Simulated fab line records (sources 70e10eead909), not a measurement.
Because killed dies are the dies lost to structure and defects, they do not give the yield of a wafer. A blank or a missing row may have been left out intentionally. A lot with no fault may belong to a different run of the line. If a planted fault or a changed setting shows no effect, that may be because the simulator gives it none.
Problem report in the 8D (eight disciplines) form, filled by code	flow nand harc	the parts of the form that need people (team, actions taken, sign-off) are left out

== 1. WHAT WENT WRONG ==
Mean of killed dies at NHARC_END_SORT_01: 673 across 3 wafers in 2 lots; on wafers with no fault it is 67 (standard deviation 17). That puts it +36 standard deviations away from the usual mean.
Earliest sighting: wafer L233.1 on prober-01 at day 26 09:37. Wafers with a number at this step in the record: 6, from 2 lots. Rule for "out", or "out of limits": more than 4 standard deviations from the usual mean. The rest of the wafers with a number are treated as sound.

== 2. WHAT IT IS AND WHAT IT IS NOT ==
question	is	is not
which readings at this step	killed dies, killed at array	killed at other, killed at periphery, killed open, killed short
which lots	L233, L234	-
which wafers of those lots	L233.1, L234.1, L234.4	L233.3, L233.5, L234.6
read on which gauges	prober-01, prober-02	-
when	from day 26 09:37	up to then (0 sound wafers); but 3 sound wafers of L233, L234 came after

== 3. WHAT RULES OUT EACH SUSPECT ==
Counting: a tool at a process step up to the reading stays a suspect if it ran every lot that is out. Sound lots after the first of them don't rule it out here, since some wafers of a struck lot are sound.
- the gauge at NHARC_END_SORT_01: ruled out. Those wafers that are out were read across 2 gauges (prober-01, prober-02).
- rie diel-08 at NHARC_A_STAIRCASE_DESCUM_11 (chemistry O2, time 3 s): kept. It ran every lot that is out, first L233 (day 17 02:21).
- rie diel-08 at NHARC_A_STAIRCASE_ETCH_19 (etches the open film in C4F8/O2, target depth 100 nm, time 40.5 s): kept. It ran every lot that is out, first L233 (day 17 04:56). NHARC_A_STAIRCASE_ETCH_19: start missing for some lots; hours and lot order therefore follow NHARC_A_STAIRCASE_ETCH_27.
- rie diel-01 at NHARC_A_STAIRCASE_TRIM_22 (chemistry O2, time 211.2 s): kept. It ran every lot that is out, first L233 (day 17 04:56). NHARC_A_STAIRCASE_TRIM_22: start missing for some lots; hours and lot order therefore follow NHARC_A_STAIRCASE_ETCH_27.
- rie diel-01 at NHARC_A_STAIRCASE_ETCH_27 (etches the open film in C4F8/O2, target depth 100 nm, time 40.5 s): kept. It ran every lot that is out, first L233 (day 17 04:56). Its own readings are out on those wafers: run length s.
Left after counting: rie diel-08 at NHARC_A_STAIRCASE_DESCUM_11, rie diel-08 at NHARC_A_STAIRCASE_ETCH_19, rie diel-01 at NHARC_A_STAIRCASE_TRIM_22, rie diel-01 at NHARC_A_STAIRCASE_ETCH_27.

== 4. THE CAUSE (what the simulator had put in) ==
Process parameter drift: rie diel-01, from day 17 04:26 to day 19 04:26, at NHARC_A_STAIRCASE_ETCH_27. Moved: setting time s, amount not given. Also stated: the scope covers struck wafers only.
After counting, 4 suspects remain, this tool included.

== 5. THE EFFECT CHAIN, in route order ==
One row per reading whose mean, taken over the struck wafers that have a number, lies over 3 standard deviations from the usual. Only readings for which the record gives a usual standard deviation are gone through. hours: the time from each lot's start at the first step in this table that gives one to its start at this step, as a median over the lots. sigmas: the change in usual standard deviations.
hours	step	reading	usual	on struck wafers	change	sigmas
0	NHARC_A_STAIRCASE_ETCH_27	run length s	61.8 s	74.6	+12.8	+24
212	NHARC_END_SORT_01	killed at array	62	670	+608	+34
212	NHARC_END_SORT_01	killed dies	67	673	+606	+36
Process steps it contains:
- NHARC_A_STAIRCASE_ETCH_27: etches the open film in C4F8/O2, target depth 100 nm, time 40.5 s.

== 6. HOW IT WOULD HAVE BEEN CAUGHT EARLIER ==
Counted from the fault's start at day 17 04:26, it took 221 hours until the first out-of-limits reading at a measuring or inspecting step in this record, taken at day 26 09:37.
At NHARC_A_STAIRCASE_ETCH_27, the tool's own readings (run length s) were out on each struck wafer the step has a row for, so an alarm limit on them would have fired on the first such wafer.
Each of the lots that are out, 2 in all, had begun NHARC_A_STAIRCASE_ETCH_27 on rie diel-01 no later than day 26 09:37. Holding the tool at that point would not have protected any of them.
